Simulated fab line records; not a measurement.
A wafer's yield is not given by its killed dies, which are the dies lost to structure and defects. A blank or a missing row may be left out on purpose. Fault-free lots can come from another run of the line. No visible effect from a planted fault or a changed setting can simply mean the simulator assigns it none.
Code-filled problem report in 8D (eight disciplines) form / flow nand harc / the parts of the form that need people (team, actions taken, sign-off) are left out

== 1. WHAT WENT WRONG ==
At NHARC_P_M2_SOFTBAKE_04, heater power total W averages 212.62 W over 6 wafers from 2 lots, while fault-free wafers read 188.45 W, standard deviation 0.15. So: +99 or more standard deviations from the usual mean.
The step: time 55 s.
The first sign was on wafer L722.2 at day 11 07:00, on litho track-01. Wafers with a number at this step in the record: 42, from 14 lots. The rule behind "out" and "out of limits": a value lying over 4 standard deviations away from the usual mean. The other wafers with a number count as sound.

== 2. WHAT IT IS; WHAT IT IS NOT ==
question=which readings at this step | is=heater power total W | is not=resist line temp C
question=which lots | is=L722, L723 | is not=L710, L712, L713, L717, L718, L720, L724, L729, L730, L731, L732, L733
question=which wafers of those lots | is=all that have a number | is not=-
question=read on which tools | is=litho track-01 | is not=litho track-04, litho track-06
question=when | is=from day 11 07:00 | is not=up to then (18 sound wafers); but 18 sound wafers of L724, L729, L730, L731, L732, L733 came after

== 3. WHAT RULES OUT EACH SUSPECT ==
Counting: a tool stays on the suspect list if, at a process step up to the reading, it processed all lots that are out and no sound lot following the first of them.
- pvd sputter-02 at NHARC_P_M1_DEGAS_29 (time 60 s): ruled out as a lasting fault. Sound lots L724, L730, L732 ran on it after its first lot that is out, L722 (day 11 04:21).
- litho track-01 at NHARC_P_M2_SOFTBAKE_04 (time 55 s): ruled out as a lasting fault. Sound lots L733 ran on it after its first lot that is out, L722 (day 11 07:00).
Left after counting: nothing in the record.

== 4. THE CAUSE (what the simulator had put in) ==
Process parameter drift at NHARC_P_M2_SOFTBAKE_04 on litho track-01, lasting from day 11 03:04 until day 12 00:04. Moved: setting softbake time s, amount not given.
Counting ruled it out, wrongly.

== 5. SEQUENCE OF EFFECTS, ordered by route ==
Each row: a reading whose mean over the struck wafers that have a number lies more than 3 standard deviations from the usual. Only readings for which the record gives a usual standard deviation are gone through. hours: the time from each lot's start at the first step in this table that gives one to its start at this step, as a median over the lots. sigmas: the change in usual standard deviations.
hours=0; step=NHARC_P_M2_SOFTBAKE_04; reading=heater power total W; usual=188.45 W; on struck wafers=212.62; change=+24.17; sigmas=+99 or more
The process steps in it:
- NHARC_P_M2_SOFTBAKE_04: time 55 s.
Later steps that measure or inspect, where all struck wafers having a row at the step show a number for every such reading and not one has moved that far: NHARC_END_SORT_01.

== 6. HOW IT WOULD HAVE BEEN CAUGHT EARLIER ==
In this record the first reading out of limits was taken at day 11 07:00, 4 hours after the fault began at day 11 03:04.
